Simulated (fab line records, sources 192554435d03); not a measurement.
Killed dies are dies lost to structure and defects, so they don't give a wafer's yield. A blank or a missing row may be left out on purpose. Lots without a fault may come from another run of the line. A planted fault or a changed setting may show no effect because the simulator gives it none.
Problem report in the 8D (eight disciplines) form, filled by code | flow n5_finfet | the parts of the form that need people (team, actions taken, sign-off) are left out

1. THE PROBLEM
run_length_s at N5_BEOL_M10_CVD_75 reads a mean of 200.9 s on 2 wafers of 2 lots; wafers without a fault read 161.6 s with a standard deviation of 0.65. That is +60 standard deviations from the usual mean.
The step: deposits Co from CCTBA/H2, target thk 2 nm, time 138.9 s.
First seen on wafer L145.4, day 11 03:49, on cvd_co-01. The record holds 37 wafers of 13 lots with a number at this step. Rule for "out", or "out of limits": more than 4 standard deviations from the usual mean. The other wafers with a number count as sound.

2. WHAT IT IS AND WHAT IT IS NOT
question                    | is                | is not
which readings at this step | run_length_s      | -
which lots                  | L145, L149        | L141, L142, L143, L144, L146, L154, L155, L160, L161, L162, L163
which wafers of those lots  | L145.4, L149.4    | L145.6, L149.6
read on which tools         | cvd_co-01         | cvd_co-02
when                        | from day 11 03:49 | up to then (13 sound wafers); but 22 sound wafers of L146, L149, L154, L155, L160, L161, L162, L163 came after

3. SUSPECTS, AND WHAT RULES EACH OUT
Counting: a tool at a process step up to the reading stays a suspect if it ran every lot that is out. Sound lots after the first of them don't rule it out here, since some wafers of a struck lot are sound.
- pvd_sputter-03 at N5_BEOL_M10_PRE_CLEAN_45 (time 30 s): kept. It ran every lot that is out, first L145 (day 11 03:11); its last sound lot up to then is L144 (day 11 02:56).
- cvd_co-01 at N5_BEOL_M10_CVD_75 (deposits Co from CCTBA/H2, target thk 2 nm, time 138.9 s): kept. It ran every lot that is out, first L145 (day 11 03:49); its last sound lot up to then is L144 (day 11 03:22). Its own readings are out on those wafers: run_length_s.
- Within cvd_co-01 at N5_BEOL_M10_CVD_75: the wafers that are out ran in chambers 0, 2; their sound lot-mates ran in chamber 1.
Left after counting: pvd_sputter-03 at N5_BEOL_M10_PRE_CLEAN_45, cvd_co-01 at N5_BEOL_M10_CVD_75.

4. THE CAUSE (what the simulator had put in)
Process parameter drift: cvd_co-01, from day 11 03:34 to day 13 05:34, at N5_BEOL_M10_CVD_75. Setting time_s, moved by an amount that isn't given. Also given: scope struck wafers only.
Counting left 2 suspects, and this tool is among them.

5. THE CHAIN OF EFFECTS, in route order
Each row: a reading whose mean over the struck wafers that have a number lies more than 3 standard deviations from the usual. Only readings for which the record gives a usual standard deviation are gone through. hours: the time from each lot's start at the first step in this table that gives one to its start at this step, as a median over the lots. sigmas: the change in usual standard deviations.
hours | step               | reading      | usual   | on struck wafers | change | sigmas
0     | N5_BEOL_M10_CVD_75 | run_length_s | 161.6 s | 200.9            | +39.3  | +60
The process steps in it:
- N5_BEOL_M10_CVD_75: deposits Co from CCTBA/H2, target thk 2 nm, time 138.9 s.
Later measuring or inspecting steps at which every struck wafer that the step has a row for has a number for every such reading, and none has moved that far: N5_BEOL_M10_THK_MEAS_53.

6. WHAT WOULD HAVE CAUGHT IT SOONER
In this record the first reading out of limits was taken at day 11 03:49, 0 hours after the fault began at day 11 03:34.
